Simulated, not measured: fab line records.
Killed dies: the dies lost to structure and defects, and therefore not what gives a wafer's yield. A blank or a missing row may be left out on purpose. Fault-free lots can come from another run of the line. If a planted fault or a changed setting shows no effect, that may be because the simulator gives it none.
Which tool did it? | flow n5_finfet | 12 lots with 36 wafers sampled at 2 steps, on a route of 1938 steps

## WHAT EACH GAUGE READ, for each wafer
N5_BEOL_M14_CD_MEAS_17: the cd target is 250 nm.
lot  | measured     | on        | cd_nm (nm)
L077 | day 11 15:34 | cd_sem-01 | 250.2 252.9 251.6
L076 | day 11 22:43 | cd_sem-03 | 249.5 250.5 249.6
L081 | day 12 07:00 | cd_sem-01 | 251.7 249.9 251.6
L079 | day 12 16:06 | cd_sem-03 | 249.8 247.8 248.4
L083 | day 13 07:08 | cd_sem-03 | 254.5 251.1 253.7
L084 | day 13 22:51 | cd_sem-03 | 253.1 252.1 253.0
L088 | day 14 03:09 | cd_sem-03 | 251.2 252.4 251.6
L089 | day 14 16:56 | cd_sem-01 | 252.8 251.5 249.6
L091 | day 15 02:33 | cd_sem-01 | 247.4 251.9 251.1
L093 | day 15 19:43 | cd_sem-01 | 249.9 251.2 250.3
L095 | day 16 19:13 | cd_sem-02 | 253.0 253.8 253.0
L097 | day 17 00:11 | cd_sem-01 | 253.1 252.7 252.6

## WHAT TOOL EACH LOT RAN ON (gives the tool, then ch and the chambers of the sampled wafers, and finally the start)
lot  | N5_BEOL_M14_VIA_ETCH_16
L077 | rie_diel-02 ch 0,1, day 11 15:13
L076 | rie_diel-04 ch 0,1,3, day 11 22:22
L081 | rie_diel-02 ch 0,1,2, day 12 06:39
L079 | rie_diel-05 ch 0,3, day 12 15:45
L083 | rie_diel-04 ch 1,2,3, day 13 06:47
L084 | rie_diel-04 ch 0,2, day 13 22:30
L088 | rie_diel-02 ch 0,1,2, day 14 02:48
L089 | rie_diel-02 ch 1,3, day 14 16:35
L091 | rie_diel-04 ch 1,2,3, day 15 02:12
L093 | rie_diel-05 ch 2,3, day 15 19:22
L095 | rie_diel-02 ch 0,2,3, day 16 18:52
L097 | rie_diel-02 ch 0,3, day 16 23:50
- N5_BEOL_M14_VIA_ETCH_16: etches SiO2 in C4F8/O2/Ar, target depth 1231.3 nm.

## THE ANSWER, worked out from the rows above alone
Rule: the usual values come from the lots themselves. Put in order of their means at a reading, lots are off if they are a third of the lots or fewer, leave a main group of 4 or more, and stand apart from it by a gap of 3 or more times the standard deviation of the main group's means; of several such gaps the widest counts. If all means in a main group match to the digits the tables above print for the reading, that group is not used. Also off: a lot with no number at a reading for which 4 or more lots have one. Any other lot the step has rows for is counted as sound.
No lot is off at any reading shown: from this, nothing can be told.

## WHAT HAD BEEN PUT IN BY THE SIMULATOR
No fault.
